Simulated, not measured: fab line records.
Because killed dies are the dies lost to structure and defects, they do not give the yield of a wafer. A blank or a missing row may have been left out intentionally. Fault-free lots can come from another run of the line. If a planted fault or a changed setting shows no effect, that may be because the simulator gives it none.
fab line records :: flow nand-harc
[record]
  lots = 5
  wafers = 15
  last-day = 34
route steps=1302 shown P_GATE@155 END@1302
lots that met no fault: from a run of the same line without faults
start-h: hours from the record's opening day to when the first of the lot's shown wafers began :: wait-h: hours since the lot's step before :: " identical to the entry in the row above :: L1.1+2: one row covering several wafers at once :: - no value present, or no start provided :: * or withheld: withheld :: < > ~ a bound
route shown NAME@n: a module of which the file shows steps, and the number in the route of the first :: usual: the fault-free wafers' mean and standard deviation :: same: alike in all rows :: chamber/n: place in a boat :: sites: each site's reading :: _std_site: standard deviation across them :: _edge_site: the outer-site mean with the inner-site mean subtracted :: radius-mm: for every site, how far away it sits from the centre of the wafer :: mask NAME#n: copy n :: behind: the tool/chamber that last shaped the wafer :: hold: why the lot was held/for how many hours/how that ended :: device: whichever transistor did not switch (one of n, p or np) :: end of line: at the end of the route, the tests of the same wafers :: step lacking rows: just its recipe :: killed: dies that structure and defects cost at the first sort, which is not the same as the wafer's yield :: map: dies across one wafer; x = killed, . = not, _ = none there
set.NAME: the setting the step ran with; set.NAME@STEP: the setting that earlier step ran with :: model.NAME: the simulator's own value behind a step, which no gauge read
lots at selected steps of the route; one table per step, one row per wafer
services: from which hour (start-h, from the record's first day; less than 0 if before it) a tool's chamber was out of use, for how many hours, and why
[[steps]]
[step NHARC_P_GATE_ALD_36]
[recipe]
  target-thk-a = 200
  pulse-time-s = 60
  ald-cycles = 223
  temp-c = 400
  material = SiNx
[usual]
  heater-power-w = 798/79
  precursor-pulse-height-rel = 0.996/0.021
[same]
  pulse-time-s = 60
lot.wafer: L955.3
tool: ald-sin-01
chamber: 2
start-h: 106.94
wait-h: -
heater-power-w: 868
precursor-pulse-height-rel: 0.977
since-wet-clean-h: 65

lot.wafer: L955.5
tool: ald-sin-01
chamber: 2
start-h: 111.13
wait-h: -
heater-power-w: 832
precursor-pulse-height-rel: 1.005
since-wet-clean-h: -

lot.wafer: L955.6
tool: ald-sin-01
chamber: 3
start-h: 112.18
wait-h: -
heater-power-w: 935
precursor-pulse-height-rel: 1.015
since-wet-clean-h: -

lot.wafer: L956.2
tool: ald-sin-02
chamber: 0
start-h: 113.65
wait-h: -
heater-power-w: 815
precursor-pulse-height-rel: 1.050
since-wet-clean-h: 161

lot.wafer: L956.3
tool: ald-sin-02
chamber: 3
start-h: 116.81
wait-h: -
heater-power-w: 844
precursor-pulse-height-rel: 1.003
since-wet-clean-h: 164

lot.wafer: L956.5
tool: ald-sin-02
chamber: 0
start-h: 117.86
wait-h: -
heater-power-w: 802
precursor-pulse-height-rel: 1.001
since-wet-clean-h: -

lot.wafer: L963.3
tool: ald-sin-04
chamber: 2
start-h: 189.26
wait-h: -
heater-power-w: 676
precursor-pulse-height-rel: 0.990
since-wet-clean-h: 105

lot.wafer: L963.4
tool: ald-sin-04
chamber: 1
start-h: 192.48
wait-h: -
heater-power-w: 667
precursor-pulse-height-rel: 0.996
since-wet-clean-h: 109

lot.wafer: L963.5
tool: ald-sin-04
chamber: 2
start-h: 193.56
wait-h: -
heater-power-w: 706
precursor-pulse-height-rel: 0.970
since-wet-clean-h: -

lot.wafer: L974.3
tool: ald-sin-02
chamber: 0
start-h: 299.48
wait-h: -
heater-power-w: 813
precursor-pulse-height-rel: 1.004
since-wet-clean-h: 169

lot.wafer: L974.6
tool: ald-sin-02
chamber: 2
start-h: 301.62
wait-h: -
heater-power-w: 745
precursor-pulse-height-rel: 0.986
since-wet-clean-h: -

lot.wafer: L974.5
tool: ald-sin-02
chamber: 3
start-h: 302.69
wait-h: -
heater-power-w: 753
precursor-pulse-height-rel: 1.027
since-wet-clean-h: -

lot.wafer: L976.1
tool: ald-sin-01
chamber: 1
start-h: 324.70
wait-h: -
heater-power-w: 829
precursor-pulse-height-rel: 1.024
since-wet-clean-h: 105

lot.wafer: L976.3
tool: ald-sin-01
chamber: 3
start-h: 326.10
wait-h: -
heater-power-w: 909
precursor-pulse-height-rel: 0.971
since-wet-clean-h: 106

lot.wafer: L976.4
tool: ald-sin-01
chamber: 1
start-h: 328.91
wait-h: -
heater-power-w: 834
precursor-pulse-height-rel: 0.988
since-wet-clean-h: -
[step NHARC_P_GATE_ETCHBACK_37]
[recipe]
  target-depth-a = 345
  time-s = 17.2
  chf3-flow-sccm = 50
  o2-flow-sccm = 10
  ar-flow-sccm = 200
  rf-w = 500
  bias-w = 200
  chemistry = CHF3/O2
[usual]
  drypump-motor-current-A = 5.5/0.35
  oes-product-au = 0.95/0.033
  rf-fwd-power-W = 490/3.2
  rf-vpp-V = 370.7/2.2
  showerhead-plenum-p-Torr = 2.41/0.099
  throttle-valve-pct = 20.573/0.0092
lot.wafer: L955.3
tool: rie-diel-11
chamber: 2
start-h: -
wait-h: -
drypump-motor-current-A: 5.9
oes-product-au: 0.93
rf-fwd-power-W: 486
rf-hours-counter-h: 2
rf-vpp-V: 369.0
showerhead-plenum-p-Torr: 2.31
throttle-valve-pct: 20.584

lot.wafer: L955.6
tool: rie-diel-11
chamber: 3
start-h: -
wait-h: -
drypump-motor-current-A: 5.4
oes-product-au: 0.92
rf-fwd-power-W: 488
rf-hours-counter-h: -
rf-vpp-V: 368.2
showerhead-plenum-p-Torr: 2.32
throttle-valve-pct: 20.575

lot.wafer: L955.5
tool: rie-diel-11
chamber: 0
start-h: -
wait-h: -
drypump-motor-current-A: 5.9
oes-product-au: 0.94
rf-fwd-power-W: 486
rf-hours-counter-h: -
rf-vpp-V: 370.3
showerhead-plenum-p-Torr: 2.42
throttle-valve-pct: 20.551

lot.wafer: L956.3
tool: rie-diel-03
chamber: 3
start-h: -
wait-h: -
drypump-motor-current-A: 5.1
oes-product-au: 1.00
rf-fwd-power-W: 490
rf-hours-counter-h: 0
rf-vpp-V: 371.6
showerhead-plenum-p-Torr: 2.43
throttle-valve-pct: 20.568

lot.wafer: L956.2
tool: rie-diel-03
chamber: 0
start-h: -
wait-h: -
drypump-motor-current-A: 5.3
oes-product-au: 0.99
rf-fwd-power-W: 486
rf-hours-counter-h: 0
rf-vpp-V: 368.2
showerhead-plenum-p-Torr: 2.35
throttle-valve-pct: 20.571

lot.wafer: L956.5
tool: rie-diel-03
chamber: 2
start-h: -
wait-h: -
drypump-motor-current-A: 5.3
oes-product-au: 0.99
rf-fwd-power-W: 488
rf-hours-counter-h: -
rf-vpp-V: 368.3
showerhead-plenum-p-Torr: 2.26
throttle-valve-pct: 20.572

lot.wafer: L963.3
tool: rie-diel-01
chamber: 0
start-h: -
wait-h: -
drypump-motor-current-A: 4.9
oes-product-au: 1.00
rf-fwd-power-W: 488
rf-hours-counter-h: 9
rf-vpp-V: 373.4
showerhead-plenum-p-Torr: 2.55
throttle-valve-pct: 20.572

lot.wafer: L963.4
tool: rie-diel-01
chamber: 1
start-h: -
wait-h: -
drypump-motor-current-A: 5.4
oes-product-au: 1.00
rf-fwd-power-W: 492
rf-hours-counter-h: 9
rf-vpp-V: 373.3
showerhead-plenum-p-Torr: 2.53
throttle-valve-pct: 20.571

lot.wafer: L963.5
tool: rie-diel-01
chamber: 1
start-h: -
wait-h: -
drypump-motor-current-A: 5.4
oes-product-au: 1.00
rf-fwd-power-W: 492
rf-hours-counter-h: -
rf-vpp-V: 371.7
showerhead-plenum-p-Torr: 2.53
throttle-valve-pct: 20.572

lot.wafer: L974.3
tool: rie-diel-03
chamber: 2
start-h: -
wait-h: -
drypump-motor-current-A: 5.3
oes-product-au: 0.94
rf-fwd-power-W: 488
rf-hours-counter-h: 0
rf-vpp-V: 367.8
showerhead-plenum-p-Torr: 2.25
throttle-valve-pct: 20.566

lot.wafer: L974.5
tool: rie-diel-03
chamber: 1
start-h: -
wait-h: -
drypump-motor-current-A: 6.0
oes-product-au: 0.95
rf-fwd-power-W: 494
rf-hours-counter-h: -
rf-vpp-V: 368.4
showerhead-plenum-p-Torr: 2.31
throttle-valve-pct: 20.567

lot.wafer: L974.6
tool: rie-diel-03
chamber: 2
start-h: -
wait-h: -
drypump-motor-current-A: 5.3
oes-product-au: 0.94
rf-fwd-power-W: 488
rf-hours-counter-h: -
rf-vpp-V: 367.2
showerhead-plenum-p-Torr: 2.25
throttle-valve-pct: 20.579

lot.wafer: L976.1
tool: rie-diel-11
chamber: 0
start-h: -
wait-h: -
drypump-motor-current-A: 5.9
oes-product-au: 0.93
rf-fwd-power-W: 488
rf-hours-counter-h: 2
rf-vpp-V: 370.5
showerhead-plenum-p-Torr: 2.42
throttle-valve-pct: 20.568

lot.wafer: L976.3
tool: rie-diel-11
chamber: 2
start-h: -
wait-h: -
drypump-motor-current-A: 5.9
oes-product-au: 0.93
rf-fwd-power-W: 487
rf-hours-counter-h: 3
rf-vpp-V: 368.7
showerhead-plenum-p-Torr: 2.31
throttle-valve-pct: 20.567

lot.wafer: L976.4
tool: rie-diel-11
chamber: 0
start-h: -
wait-h: -
drypump-motor-current-A: 5.9
oes-product-au: 0.94
rf-fwd-power-W: 487
rf-hours-counter-h: -
rf-vpp-V: 370.5
showerhead-plenum-p-Torr: 2.42
throttle-valve-pct: 20.567
[step NHARC_P_GATE_STRIP_101]
[recipe]
  time-s = 20
  o2-flow-sccm = 500
  ar-flow-sccm = 0
  bias-w = 0
  chemistry = O2
[usual]
  drypump-motor-current-A = 5.5/0.36
  oes-product-au = 1.000/0.0069
  rf-vpp-V = 57.8/0.91
  showerhead-plenum-p-Torr = 3.54/0.14
  throttle-valve-pct = 17.036/0.0093
lot.wafer: L955.3
tool: rie-diel-11
chamber: 2
start-h: 116.50
wait-h: 0.1
drypump-motor-current-A: 5.9
oes-product-au: 0.989
rf-hours-counter-h: 2
rf-vpp-V: 57.1
showerhead-plenum-p-Torr: 3.40
throttle-valve-pct: 17.029

lot.wafer: L955.5
tool: rie-diel-11
chamber: 3
start-h: 116.50
wait-h: 0.1
drypump-motor-current-A: 5.4
oes-product-au: 0.996
rf-hours-counter-h: -
rf-vpp-V: 57.9
showerhead-plenum-p-Torr: 3.41
throttle-valve-pct: 17.039

lot.wafer: L955.6
tool: rie-diel-11
chamber: 0
start-h: 116.50
wait-h: 0.1
drypump-motor-current-A: 5.9
oes-product-au: 0.997
rf-hours-counter-h: -
rf-vpp-V: 57.5
showerhead-plenum-p-Torr: 3.55
throttle-valve-pct: 17.040

lot.wafer: L956.2
tool: rie-diel-03
chamber: 2
start-h: 123.24
wait-h: 0.1
drypump-motor-current-A: 5.3
oes-product-au: 0.985
rf-hours-counter-h: 0
rf-vpp-V: 56.8
showerhead-plenum-p-Torr: 3.32
throttle-valve-pct: 17.042

lot.wafer: L956.3
tool: rie-diel-03
chamber: 3
start-h: 123.24
wait-h: 0.1
drypump-motor-current-A: 5.1
oes-product-au: 0.998
rf-hours-counter-h: 0
rf-vpp-V: 58.7
showerhead-plenum-p-Torr: 3.56
throttle-valve-pct: 17.035

lot.wafer: L956.5
tool: rie-diel-03
chamber: 2
start-h: 123.24
wait-h: 0.1
drypump-motor-current-A: 5.3
oes-product-au: 0.992
rf-hours-counter-h: -
rf-vpp-V: 58.3
showerhead-plenum-p-Torr: 3.32
throttle-valve-pct: 17.050

lot.wafer: L963.3
tool: rie-diel-01
chamber: 1
start-h: 198.97
wait-h: 0.1
drypump-motor-current-A: 5.4
oes-product-au: 0.988
rf-hours-counter-h: 9
rf-vpp-V: 56.5
showerhead-plenum-p-Torr: 3.71
throttle-valve-pct: 17.038

lot.wafer: L963.4
tool: rie-diel-01
chamber: 2
start-h: 198.97
wait-h: 0.1
drypump-motor-current-A: 5.7
oes-product-au: 0.989
rf-hours-counter-h: 11
rf-vpp-V: 57.2
showerhead-plenum-p-Torr: 3.48
throttle-valve-pct: 17.027

lot.wafer: L963.5
tool: rie-diel-01
chamber: 1
start-h: 198.97
wait-h: 0.1
drypump-motor-current-A: 5.4
oes-product-au: 1.001
rf-hours-counter-h: -
rf-vpp-V: 58.5
showerhead-plenum-p-Torr: 3.71
throttle-valve-pct: 17.035

lot.wafer: L974.3
tool: rie-diel-03
chamber: 2
start-h: 307.03
wait-h: 0.1
drypump-motor-current-A: 5.3
oes-product-au: 0.999
rf-hours-counter-h: 0
rf-vpp-V: 57.2
showerhead-plenum-p-Torr: 3.32
throttle-valve-pct: 17.039

lot.wafer: L974.6
tool: rie-diel-03
chamber: 1
start-h: 307.03
wait-h: 0.1
drypump-motor-current-A: 6.0
oes-product-au: 1.003
rf-hours-counter-h: -
rf-vpp-V: 57.7
showerhead-plenum-p-Torr: 3.40
throttle-valve-pct: 17.032

lot.wafer: L974.5
tool: rie-diel-03
chamber: 2
start-h: 307.03
wait-h: 0.1
drypump-motor-current-A: 5.3
oes-product-au: 0.999
rf-hours-counter-h: -
rf-vpp-V: 58.6
showerhead-plenum-p-Torr: 3.32
throttle-valve-pct: 17.048

lot.wafer: L976.3
tool: rie-diel-11
chamber: 0
start-h: 335.00
wait-h: 0.1
drypump-motor-current-A: 5.9
oes-product-au: 1.002
rf-hours-counter-h: 2
rf-vpp-V: 57.9
showerhead-plenum-p-Torr: 3.55
throttle-valve-pct: 17.032

lot.wafer: L976.1
tool: rie-diel-11
chamber: 1
start-h: 335.00
wait-h: 0.1
drypump-motor-current-A: 6.0
oes-product-au: 1.000
rf-hours-counter-h: 2
rf-vpp-V: 57.6
showerhead-plenum-p-Torr: 3.51
throttle-valve-pct: 17.050

lot.wafer: L976.4
tool: rie-diel-11
chamber: 2
start-h: 335.00
wait-h: 0.1
drypump-motor-current-A: 5.9
oes-product-au: 0.999
rf-hours-counter-h: -
rf-vpp-V: 57.4
showerhead-plenum-p-Torr: 3.39
throttle-valve-pct: 17.039
[step NHARC_P_GATE_PRECLEAN_97]
[recipe]
  time-s = 600
  temp-c = 120
  chemistry = SPM
[step NHARC_P_GATE_SRD_98]
[step NHARC_P_GATE_PRECLEAN_99]
[recipe]
  time-s = *
  temp-c = 50
  bath-age-min = 0
  chemistry = SC1
[step NHARC_P_GATE_SRD_100]
[step NHARC_P_GATE_DEHYDRATE_38]
[recipe]
  temp-c = 150
  time-s = 120
[step NHARC_P_GATE_HMDS_39]
[recipe]
  time-s = 30
[step NHARC_P_GATE_COAT_40]
[recipe]
  spin-rpm = 3000
[step NHARC_P_GATE_SOFTBAKE_41]
[recipe]
  temp-c = 122
  time-s = 95
[step NHARC_P_GATE_EBR_42]
[step NHARC_P_GATE_EXPOSE_43]
[recipe]
  na = 0.6
  target-cd-nm = 720
  dose-mj = 14.81
  mask-id = P_NSD
[usual]
  focus-offset-nm = -0.1/0.47
  stage-vel-mm-s = 499.98/0.24
lot.wafer: L955.3
tool: krf-scanner-03
chamber: 0
start-h: 117.27
wait-h: -
mask: P_NSD#0
focus-offset-nm: -0.3
stage-vel-mm-s: 500.16

lot.wafer: L955.5
tool: krf-scanner-03
chamber: 0
start-h: 117.27
wait-h: -
mask: P_NSD#0
focus-offset-nm: 0.1
stage-vel-mm-s: 499.68

lot.wafer: L955.6
tool: krf-scanner-03
chamber: 0
start-h: 117.27
wait-h: -
mask: P_NSD#0
focus-offset-nm: 0.5
stage-vel-mm-s: 500.13

lot.wafer: L956.2
tool: krf-scanner-02
chamber: 0
start-h: 124.01
wait-h: -
mask: P_NSD#0
focus-offset-nm: 0.0
stage-vel-mm-s: 499.83

lot.wafer: L956.3
tool: krf-scanner-02
chamber: 0
start-h: 124.01
wait-h: -
mask: P_NSD#0
focus-offset-nm: -0.2
stage-vel-mm-s: 500.04

lot.wafer: L956.5
tool: krf-scanner-02
chamber: 0
start-h: 124.01
wait-h: -
mask: P_NSD#0
focus-offset-nm: 0.0
stage-vel-mm-s: 500.01

lot.wafer: L963.3
tool: krf-scanner-03
chamber: 0
start-h: 199.62
wait-h: -
mask: P_NSD_R1#0
focus-offset-nm: -0.3
stage-vel-mm-s: 500.08

lot.wafer: L963.4
tool: krf-scanner-03
chamber: 0
start-h: 199.62
wait-h: -
mask: P_NSD_R1#0
focus-offset-nm: 0.1
stage-vel-mm-s: 499.74

lot.wafer: L963.5
tool: krf-scanner-03
chamber: 0
start-h: 199.62
wait-h: -
mask: P_NSD_R1#0
focus-offset-nm: -0.1
stage-vel-mm-s: 500.55

lot.wafer: L974.3
tool: krf-scanner-02
chamber: 0
start-h: 307.80
wait-h: -
mask: P_NSD#0
focus-offset-nm: 0.5
stage-vel-mm-s: 499.90

lot.wafer: L974.5
tool: krf-scanner-02
chamber: 0
start-h: 307.80
wait-h: -
mask: P_NSD#0
focus-offset-nm: 0.1
stage-vel-mm-s: 499.43

lot.wafer: L974.6
tool: krf-scanner-02
chamber: 0
start-h: 307.80
wait-h: -
mask: P_NSD#0
focus-offset-nm: -0.7
stage-vel-mm-s: 499.85

lot.wafer: L976.1
tool: krf-scanner-04
chamber: 0
start-h: 335.77
wait-h: -
mask: P_NSD#0
focus-offset-nm: 0.1
stage-vel-mm-s: 500.31

lot.wafer: L976.3
tool: krf-scanner-04
chamber: 0
start-h: 335.77
wait-h: -
mask: P_NSD#0
focus-offset-nm: 0.2
stage-vel-mm-s: 500.17

lot.wafer: L976.4
tool: krf-scanner-04
chamber: 0
start-h: 335.77
wait-h: -
mask: P_NSD#0
focus-offset-nm: 0.0
stage-vel-mm-s: 500.18
[step NHARC_P_GATE_PEB_44]
[recipe]
  peb-temp-c = 118
  peb-time-s = 85
[step NHARC_P_GATE_DEVELOP_45]
[recipe]
  time-s = 70
[step NHARC_P_GATE_CD_MEAS_46]
[recipe]
  target-cd-nm = 720
  landing-energy-ev = 500
[usual]
  cd-nm = 720.5/1.2
[same]
  landing-energy-ev = 500
lot.wafer: L955.3
tool: cd-sem-01
chamber: 0
start-h: 117.42
wait-h: -
cd-nm: 723.1

lot.wafer: L955.5
tool: cd-sem-01
chamber: 0
start-h: 117.42
wait-h: -
cd-nm: 723.5

lot.wafer: L955.6
tool: cd-sem-01
chamber: 0
start-h: 117.42
wait-h: -
cd-nm: 723.2

lot.wafer: L956.2
tool: cd-sem-01
chamber: 0
start-h: 124.16
wait-h: -
cd-nm: 720.1

lot.wafer: L956.3
tool: cd-sem-01
chamber: 0
start-h: 124.16
wait-h: -
cd-nm: 722.2

lot.wafer: L956.5
tool: cd-sem-01
chamber: 0
start-h: 124.16
wait-h: -
cd-nm: 720.8

lot.wafer: L963.3
tool: cd-sem-01
chamber: 0
start-h: 199.78
wait-h: -
cd-nm: 690.5

lot.wafer: L963.4
tool: cd-sem-01
chamber: 0
start-h: 199.78
wait-h: -
cd-nm: 689.8

lot.wafer: L963.5
tool: cd-sem-01
chamber: 0
start-h: 199.78
wait-h: -
cd-nm: 690.2

lot.wafer: L974.3
tool: cd-sem-01
chamber: 0
start-h: 307.95
wait-h: -
cd-nm: 721.3

lot.wafer: L974.5
tool: cd-sem-01
chamber: 0
start-h: 307.95
wait-h: -
cd-nm: 721.5

lot.wafer: L974.6
tool: cd-sem-01
chamber: 0
start-h: 307.95
wait-h: -
cd-nm: 721.6

lot.wafer: L976.1
tool: cd-sem-02
chamber: 0
start-h: 335.92
wait-h: -
cd-nm: 719.4

lot.wafer: L976.3
tool: cd-sem-02
chamber: 0
start-h: 335.92
wait-h: -
cd-nm: 720.7

lot.wafer: L976.4
tool: cd-sem-02
chamber: 0
start-h: 335.92
wait-h: -
cd-nm: 722.4
[step NHARC_P_GATE_HARDBAKE_47]
[recipe]
  temp-c = 125
  time-s = 80
[step NHARC_P_GATE_DESCUM_48]
[recipe]
  time-s = 3
  o2-flow-sccm = 200
  ar-flow-sccm = 0
  bias-power-w = 0
  chemistry = O2
[usual]
  drypump-motor-current-A = 5.6/0.34
  oes-product-au = 0.998/0.0071
  rf-vpp-V = 57.8/0.97
  showerhead-plenum-p-Torr = 1.91/0.078
  throttle-valve-pct = 11.311/0.0096
lot.wafer: L955.3
tool: rie-diel-11
chamber: 3
start-h: 117.59
wait-h: -
drypump-motor-current-A: 5.4
oes-product-au: 0.998
rf-hours-counter-h: 2.6
rf-vpp-V: 57.3
showerhead-plenum-p-Torr: 1.85
throttle-valve-pct: 11.306
model.P_GATE.cd-nm: 722.7

lot.wafer: L955.5
tool: rie-diel-11
chamber: 2
start-h: 117.59
wait-h: -
drypump-motor-current-A: 5.8
oes-product-au: 1.000
rf-hours-counter-h: -
rf-vpp-V: 58.2
showerhead-plenum-p-Torr: 1.84
throttle-valve-pct: 11.304
model.P_GATE.cd-nm: 723.8

lot.wafer: L955.6
tool: rie-diel-11
chamber: 3
start-h: 117.59
wait-h: -
drypump-motor-current-A: 5.4
oes-product-au: 0.991
rf-hours-counter-h: -
rf-vpp-V: 58.4
showerhead-plenum-p-Torr: 1.85
throttle-valve-pct: 11.313
model.P_GATE.cd-nm: 722.6

lot.wafer: L956.2
tool: rie-diel-11
chamber: 2
start-h: 124.32
wait-h: -
drypump-motor-current-A: 5.9
oes-product-au: 0.998
rf-hours-counter-h: 3.1
rf-vpp-V: 58.5
showerhead-plenum-p-Torr: 1.84
throttle-valve-pct: 11.324
model.P_GATE.cd-nm: 720.1

lot.wafer: L956.3
tool: rie-diel-11
chamber: 1
start-h: 124.32
wait-h: -
drypump-motor-current-A: 6.0
oes-product-au: 0.984
rf-hours-counter-h: 2.7
rf-vpp-V: 58.9
showerhead-plenum-p-Torr: 1.90
throttle-valve-pct: 11.309
model.P_GATE.cd-nm: 721.7

lot.wafer: L956.5
tool: rie-diel-11
chamber: 3
start-h: 124.32
wait-h: -
drypump-motor-current-A: 5.4
oes-product-au: 0.992
rf-hours-counter-h: -
rf-vpp-V: 57.3
showerhead-plenum-p-Torr: 1.85
throttle-valve-pct: 11.319
model.P_GATE.cd-nm: 720.8

lot.wafer: L963.3
tool: rie-diel-01
chamber: 3
start-h: 199.93
wait-h: -
drypump-motor-current-A: 5.7
oes-product-au: 0.999
rf-hours-counter-h: 10.6
rf-vpp-V: 59.8
showerhead-plenum-p-Torr: 2.03
throttle-valve-pct: 11.323
model.P_GATE.cd-nm: 690.3

lot.wafer: L963.4
tool: rie-diel-01
chamber: 0
start-h: 199.93
wait-h: -
drypump-motor-current-A: 4.9
oes-product-au: 0.994
rf-hours-counter-h: 9.0
rf-vpp-V: 59.0
showerhead-plenum-p-Torr: 2.04
throttle-valve-pct: 11.322
model.P_GATE.cd-nm: 689.6

lot.wafer: L963.5
tool: rie-diel-01
chamber: 0
start-h: 199.93
wait-h: -
drypump-motor-current-A: 4.9
oes-product-au: 0.987
rf-hours-counter-h: -
rf-vpp-V: 58.6
showerhead-plenum-p-Torr: 2.04
throttle-valve-pct: 11.301
model.P_GATE.cd-nm: 690.2

lot.wafer: L974.3
tool: rie-diel-11
chamber: 0
start-h: 308.13
wait-h: -
drypump-motor-current-A: 5.9
oes-product-au: 1.014
rf-hours-counter-h: 2.0
rf-vpp-V: 56.8
showerhead-plenum-p-Torr: 1.93
throttle-valve-pct: 11.332
model.P_GATE.cd-nm: 721.9

lot.wafer: L974.6
tool: rie-diel-11
chamber: 2
start-h: 308.13
wait-h: -
drypump-motor-current-A: 5.9
oes-product-au: 1.007
rf-hours-counter-h: -
rf-vpp-V: 57.9
showerhead-plenum-p-Torr: 1.83
throttle-valve-pct: 11.316
model.P_GATE.cd-nm: 721.8

lot.wafer: L974.5
tool: rie-diel-11
chamber: 3
start-h: 308.13
wait-h: -
drypump-motor-current-A: 5.4
oes-product-au: 1.000
rf-hours-counter-h: -
rf-vpp-V: 57.6
showerhead-plenum-p-Torr: 1.84
throttle-valve-pct: 11.293
model.P_GATE.cd-nm: 721.3

lot.wafer: L976.3
tool: rie-diel-01
chamber: 1
start-h: 336.09
wait-h: -
drypump-motor-current-A: 5.4
oes-product-au: 0.996
rf-hours-counter-h: 6.2
rf-vpp-V: 59.4
showerhead-plenum-p-Torr: 2.02
throttle-valve-pct: 11.321
model.P_GATE.cd-nm: 721

lot.wafer: L976.4
tool: rie-diel-01
chamber: 2
start-h: 336.09
wait-h: -
drypump-motor-current-A: 5.6
oes-product-au: 0.982
rf-hours-counter-h: 6.6
rf-vpp-V: 58.3
showerhead-plenum-p-Torr: 1.89
throttle-valve-pct: 11.296
model.P_GATE.cd-nm: 722.2

lot.wafer: L976.1
tool: rie-diel-01
chamber: 3
start-h: 336.09
wait-h: -
drypump-motor-current-A: 5.7
oes-product-au: 0.989
rf-hours-counter-h: 7.2
rf-vpp-V: 58.3
showerhead-plenum-p-Torr: 2.02
throttle-valve-pct: 11.316
model.P_GATE.cd-nm: 719.2
[step NHARC_P_GATE_IMPLANT_49]
[recipe]
  energy-kev = 30
  dose-cm2 = 3e+15
  tilt-deg = 7
[step NHARC_END_SORT_01]
[recipe]
  temp-c = 25
[usual]
  killed-at-array = 53/21
  killed-at-other = 1.0/1.3
  killed-at-periphery = 3.8/2.4
  killed-dies = 58/21
  killed-open = 3.4/1.9
  killed-short = 2.4/1.5
[same]
  gross-dies = 677
lot.wafer: L974.3
tool: prober-01
chamber: 0
start-h: 785.27
wait-h: 3.1
killed-at-array: 58
killed-at-other: 1
killed-at-periphery: 11
killed-dies: 70
killed-open: 1
killed-short: 2

lot.wafer: L974.5
tool: prober-01
chamber: 0
start-h: 786.86
wait-h: 3.7
killed-at-array: 55
killed-at-other: 4
killed-at-periphery: 7
killed-dies: 66
killed-open: 4
killed-short: 2

lot.wafer: L974.6
tool: prober-01
chamber: 0
start-h: 787.65
wait-h: 4.0
killed-at-array: 49
killed-at-other: 5
killed-at-periphery: 6
killed-dies: 60
killed-open: 6
killed-short: 2
// killed by level:class
L974.3 A_CHANNEL_HOLE_D1:chamber-film-flake=15 A_CHANNEL_HOLE_D2:chamber-film-flake=15 A_CONTACT:chamber-film-flake=8 A_STAIRCASE:chamber-film-flake=8 P_CONTACT:chamber-film-flake=6 A_SLIT:chamber-film-flake=5 P_ZERO_WELL:chamber-film-flake=3 P_GATE:chamber-film-flake=2
L974.5 A_CHANNEL_HOLE_D2:chamber-film-flake=15 A_STAIRCASE:chamber-film-flake=10 A_DECK1_JOINT:chamber-film-flake=8 A_SLIT:chamber-film-flake=7 A_CHANNEL_HOLE_D1:chamber-film-flake=5 P_CONTACT:chamber-film-flake=4 A_CONTACT:chamber-film-flake=4 THIN_TSV:chamber-film-flake=4
L974.6 A_CHANNEL_HOLE_D2:chamber-film-flake=15 A_CHANNEL_HOLE_D1:chamber-film-flake=11 A_STAIRCASE:chamber-film-flake=7 A_CONTACT:chamber-film-flake=4 THIN_TSV:chamber-film-flake=4 P_CONTACT:chamber-film-flake=3 A_SLIT:chamber-film-flake=3 P_M0:geometric-particle:open=1
[[services]]
tool: rie-diel-01
chamber: 3
start-h: 87.55
hours: 2.7
kind: repair

tool: krf-scanner-02
chamber: -
start-h: 94.00
hours: 4.0
kind: pm

tool: rie-diel-03
chamber: -
start-h: 104.30
hours: 9.0
kind: pm

tool: ald-sin-02
chamber: -
start-h: 122.98
hours: 10.0
kind: pm

tool: krf-scanner-02
chamber: -
start-h: 133.89
hours: 2.8
kind: repair

tool: krf-scanner-03
chamber: -
start-h: 137.88
hours: 5.4
kind: repair

tool: rie-diel-03
chamber: 2
start-h: 140.20
hours: 8.8
kind: repair

tool: rie-diel-03
chamber: 0
start-h: 140.22
hours: 7.3
kind: repair

tool: ald-sin-01
chamber: 2
start-h: 155.32
hours: 14.7
kind: repair

tool: ald-sin-01
chamber: -
start-h: 160.79
hours: 1.9
kind: repair

tool: krf-scanner-02
chamber: -
start-h: 165.47
hours: 2.3
kind: repair

tool: rie-diel-11
chamber: 1
start-h: 179.52
hours: 4.2
kind: repair

tool: rie-diel-11
chamber: 3
start-h: 189.08
hours: 8.6
kind: repair

tool: rie-diel-01
chamber: -
start-h: 196.79
hours: 0.6
kind: repair

tool: rie-diel-11
chamber: 3
start-h: 202.24
hours: 6.2
kind: repair

tool: rie-diel-01
chamber: -
start-h: 203.83
hours: 9.0
kind: pm

tool: ald-sin-01
chamber: -
start-h: 212.00
hours: 10.0
kind: pm

tool: rie-diel-11
chamber: -
start-h: 255.53
hours: 9.0
kind: pm

tool: rie-diel-01
chamber: 3
start-h: 260.05
hours: 2.4
kind: repair

tool: rie-diel-01
chamber: 0
start-h: 271.69
hours: 7.7
kind: repair

tool: rie-diel-03
chamber: -
start-h: 281.30
hours: 9.0
kind: pm

tool: rie-diel-01
chamber: -
start-h: 321.52
hours: 0.3
kind: repair

tool: rie-diel-03
chamber: 1
start-h: 324.51
hours: 2.9
kind: repair

tool: rie-diel-11
chamber: 3
start-h: 330.17
hours: 27.5
kind: repair
[[key]]
[first-sign]
  step = NHARC_P_GATE_EXPOSE_43
  reading = mask
  direction = changed
[effect]
  step = NHARC_P_GATE_CD_MEAS_46
  reading = cd-nm
  direction = down
  sigmas = 25
  usual = 720.5
  struck = 690.2
[model-effect]
  step = NHARC_P_GATE_DESCUM_48
  value = P_GATE.cd-nm
  without = 718
  struck = 690
met-at NHARC_P_GATE_EXPOSE_43
struck-wafers L963.3,L963.4,L963.5
tester-left-out L963
onset-between 117.27 199.62
[fault]
  kind = wrong-mask
  tool = any
  chamber = -
  onset-h = 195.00
  steps = NHARC_P_GATE_EXPOSE_43
  aux-copy = P_NSD_R1#0
  cd-offset-nm = -27.919
  scope = struck-lots-only
// tester-left-out: of these lots the tester's yield and bins aren't shown, on N5 and GAA mostly nor the transistor test; their killed dies are dies lost to structure and defects alone, not to doping, threshold or leakage, so they don't give the yield
